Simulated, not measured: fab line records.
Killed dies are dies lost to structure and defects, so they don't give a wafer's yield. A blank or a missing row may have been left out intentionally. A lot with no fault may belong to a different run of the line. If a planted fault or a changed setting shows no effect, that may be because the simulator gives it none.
Struck lot and sound lot, side by side + flow nand_harc + 18 out of 1302 route steps
Sound: the wafers L690.2, L690.4, L690.5. Struck: wafers L683.1, L683.2, L683.5. Last of all comes the cause.
At each step with rows: each side's tool, then ch and its chambers, then its first start. Under that, the readings that differ: sound wafers + struck wafers + difference of the means + sigmas: that difference in standard deviations of wafers without a fault.
alike: a reading whose means differ by less than 2 such deviations, as well as words and numbers matching on both sides. not compared: withheld readings; readings where some wafer has no value; bounds like >300 that might hide an equal value; numbers whose values overlap and for which the record gives no deviation.
Wherever a step has rows on one side only, a row that says differs or no value, or a row with sigmas, the two part there. Numbers that have no deviation but don't overlap get no sigmas and don't part them. A reading that every wafer of one side lacks parts them only if that side has two wafers or more.

NHARC_P_M1_INSPECT_11:
  sound on defect_inspect-02 at day 12 03:48; struck on defect_inspect-02 at day 9 03:36
  alike: raw_defect_count
NHARC_P_M1_DESCUM_14: chemistry O2, time 3 s.
  sound on rie_diel-04 ch 0,2, day 12 03:52; struck on rie_diel-03 ch 0,3, day 9 03:40
  alike: drypump_motor_current_A, oes_product_au, rf_vpp_V, showerhead_plenum_p_Torr, throttle_valve_pct
  not compared: rf_hours_counter_h
then, 1 step without rows for these wafers: NHARC_P_M1_ETCH_35 (etches the open film in N2/H2, target depth 40 nm, overetch 12 nm, time 43.94 s).
NHARC_P_M1_ETCH_15: etches the open film in C4F8/Ar, target depth 182.5 nm, time 91.2 s.
  sound on rie_diel-04 ch 1,2,3; struck on rie_diel-03 ch 0,1,2
| reading               | sound             | struck            | difference | sigmas |
|-----------------------|-------------------|-------------------|------------|--------|
| oes_product_au (a.u.) | 0.953 0.985 0.972 | 0.917 0.917 0.921 | -0.052     | -2     |
  alike: rf_vpp_V
  not compared: rf_hours_counter_h
NHARC_P_M1_CD_MEAS_16:
  sound on cd_sem-01 at day 12 04:10; struck on cd_sem-02 at day 9 03:59
  alike: cd_nm
then, 1 step without rows for these wafers: NHARC_P_M1_STRIP_18 (strips in N2/H2).
NHARC_P_M1_ETCH_28: etches the open film in CF4/N2, target depth 30 nm, time 72.99 s.
  sound on rie_diel-11 ch 0,3; struck on rie_diel-04 ch 0,1,2
  alike: drypump_motor_current_A, oes_product_au, rf_vpp_V, showerhead_plenum_p_Torr, throttle_valve_pct
  not compared: rf_hours_counter_h
then, 1 step without rows for these wafers: NHARC_P_M1_STRIP_19 (strips in post etch residue remover, time 600 s).
NHARC_P_M1_DEGAS_29: time 60 s.
  sound on pvd_sputter-03 at day 12 04:56; struck on pvd_sputter-01 at day 9 04:43
  alike: heater_power_w
NHARC_P_M1_PRE_CLEAN_30: time 30 s.
  sound on pvd_sputter-03; struck on pvd_sputter-01
  alike: heater_power_w
then, 2 steps without rows for these wafers: NHARC_P_M1_PVD_20 (deposits TaN, target thk 5 nm, time 8.06 s); NHARC_P_M1_PVD_21 (deposits Cu, target thk 30 nm, time 20.49 s).
NHARC_P_M1_ECD_22: material Cu, target thk 400 nm.
  sound on ecd_cu-01 ch 0, day 12 05:18; struck on ecd_cu-01 ch 0,1, day 9 05:04
  no value came back on the struck wafers for bath_heat_duty_pct (%), bath_temp_c (C); on the sound wafers bath_heat_duty_pct (%) reads 8.0 7.6 6.2
then, 1 step without rows for these wafers: NHARC_P_M1_ANNEAL_31 (time 90 s).
NHARC_P_M1_CMP_23: polishes, t overpolish 20 s, target thk 157.82 nm.
  sound on cmp-01 ch 1,2, day 12 06:02; struck on cmp-02 ch 2,3, day 9 05:47
| reading                | sound    | struck | difference | sigmas |
|------------------------|----------|--------|------------|--------|
| time_to_endpoint_s (s) | 22 30 25 | 6 4 1  | -22        | -6     |
  alike: motor_current_A, slurry_flow_ml_min
NHARC_P_M1_THK_MEAS_24: measures by xrf.
  sound on film_metro-02 at day 12 06:20; struck on film_metro-01 at day 9 06:06
| reading     | sound             | struck         | difference | sigmas |
|-------------|-------------------|----------------|------------|--------|
| thk_nm (nm) | 158.5 158.7 157.2 | 29.6 29.7 28.2 | -129.0     | -76    |
then, 1 step without rows for these wafers: NHARC_P_M1_SRD_25.
-- record jumps: 18 days between struck wafers' starts before vs after; left off in module P_M1, resumes in module END, first step shown is number 1302 of the route --
NHARC_END_SORT_01:
  sound on prober-02 ch 0, day 30 02:45; struck on prober-01 ch 0, day 27 04:10
| reading                  | sound          | struck         | difference | sigmas      |
|--------------------------|----------------|----------------|------------|-------------|
| defect_limited_yield (%) | 91.3 93.5 94.4 | 0 0 0          | -93        | -37         |
| killed_at_periphery      | 8 2 6          | 632 626 615    | +619       | +99 or more |
| killed_dies              | 59 44 38       | 677 677 677    | +630       | +37         |
| sort_bin_2_pct (%)       | 2.8 2.5 1.2    | 95.0 93.1 93.6 | +91.7      | +83         |
| sort_n_pass              | 618 633 639    | 0 0 0          | -630       | -37         |
| sort_rim_yield_pct (%)   | 98 100 90      | 0 0 0          | -96        | -20         |
| sort_yield_pct (%)       | 91.3 93.5 94.4 | 0 0 0          | -93        | -37         |
  alike: killed_at_array, killed_at_other, killed_open, killed_short, sort_bin_3_pct, sort_bin_4_pct

== WHERE THEY PART ==
At NHARC_P_M1_ETCH_15 first; at NHARC_END_SORT_01 last (within this record only).

WHY: what had been put in by the simulator
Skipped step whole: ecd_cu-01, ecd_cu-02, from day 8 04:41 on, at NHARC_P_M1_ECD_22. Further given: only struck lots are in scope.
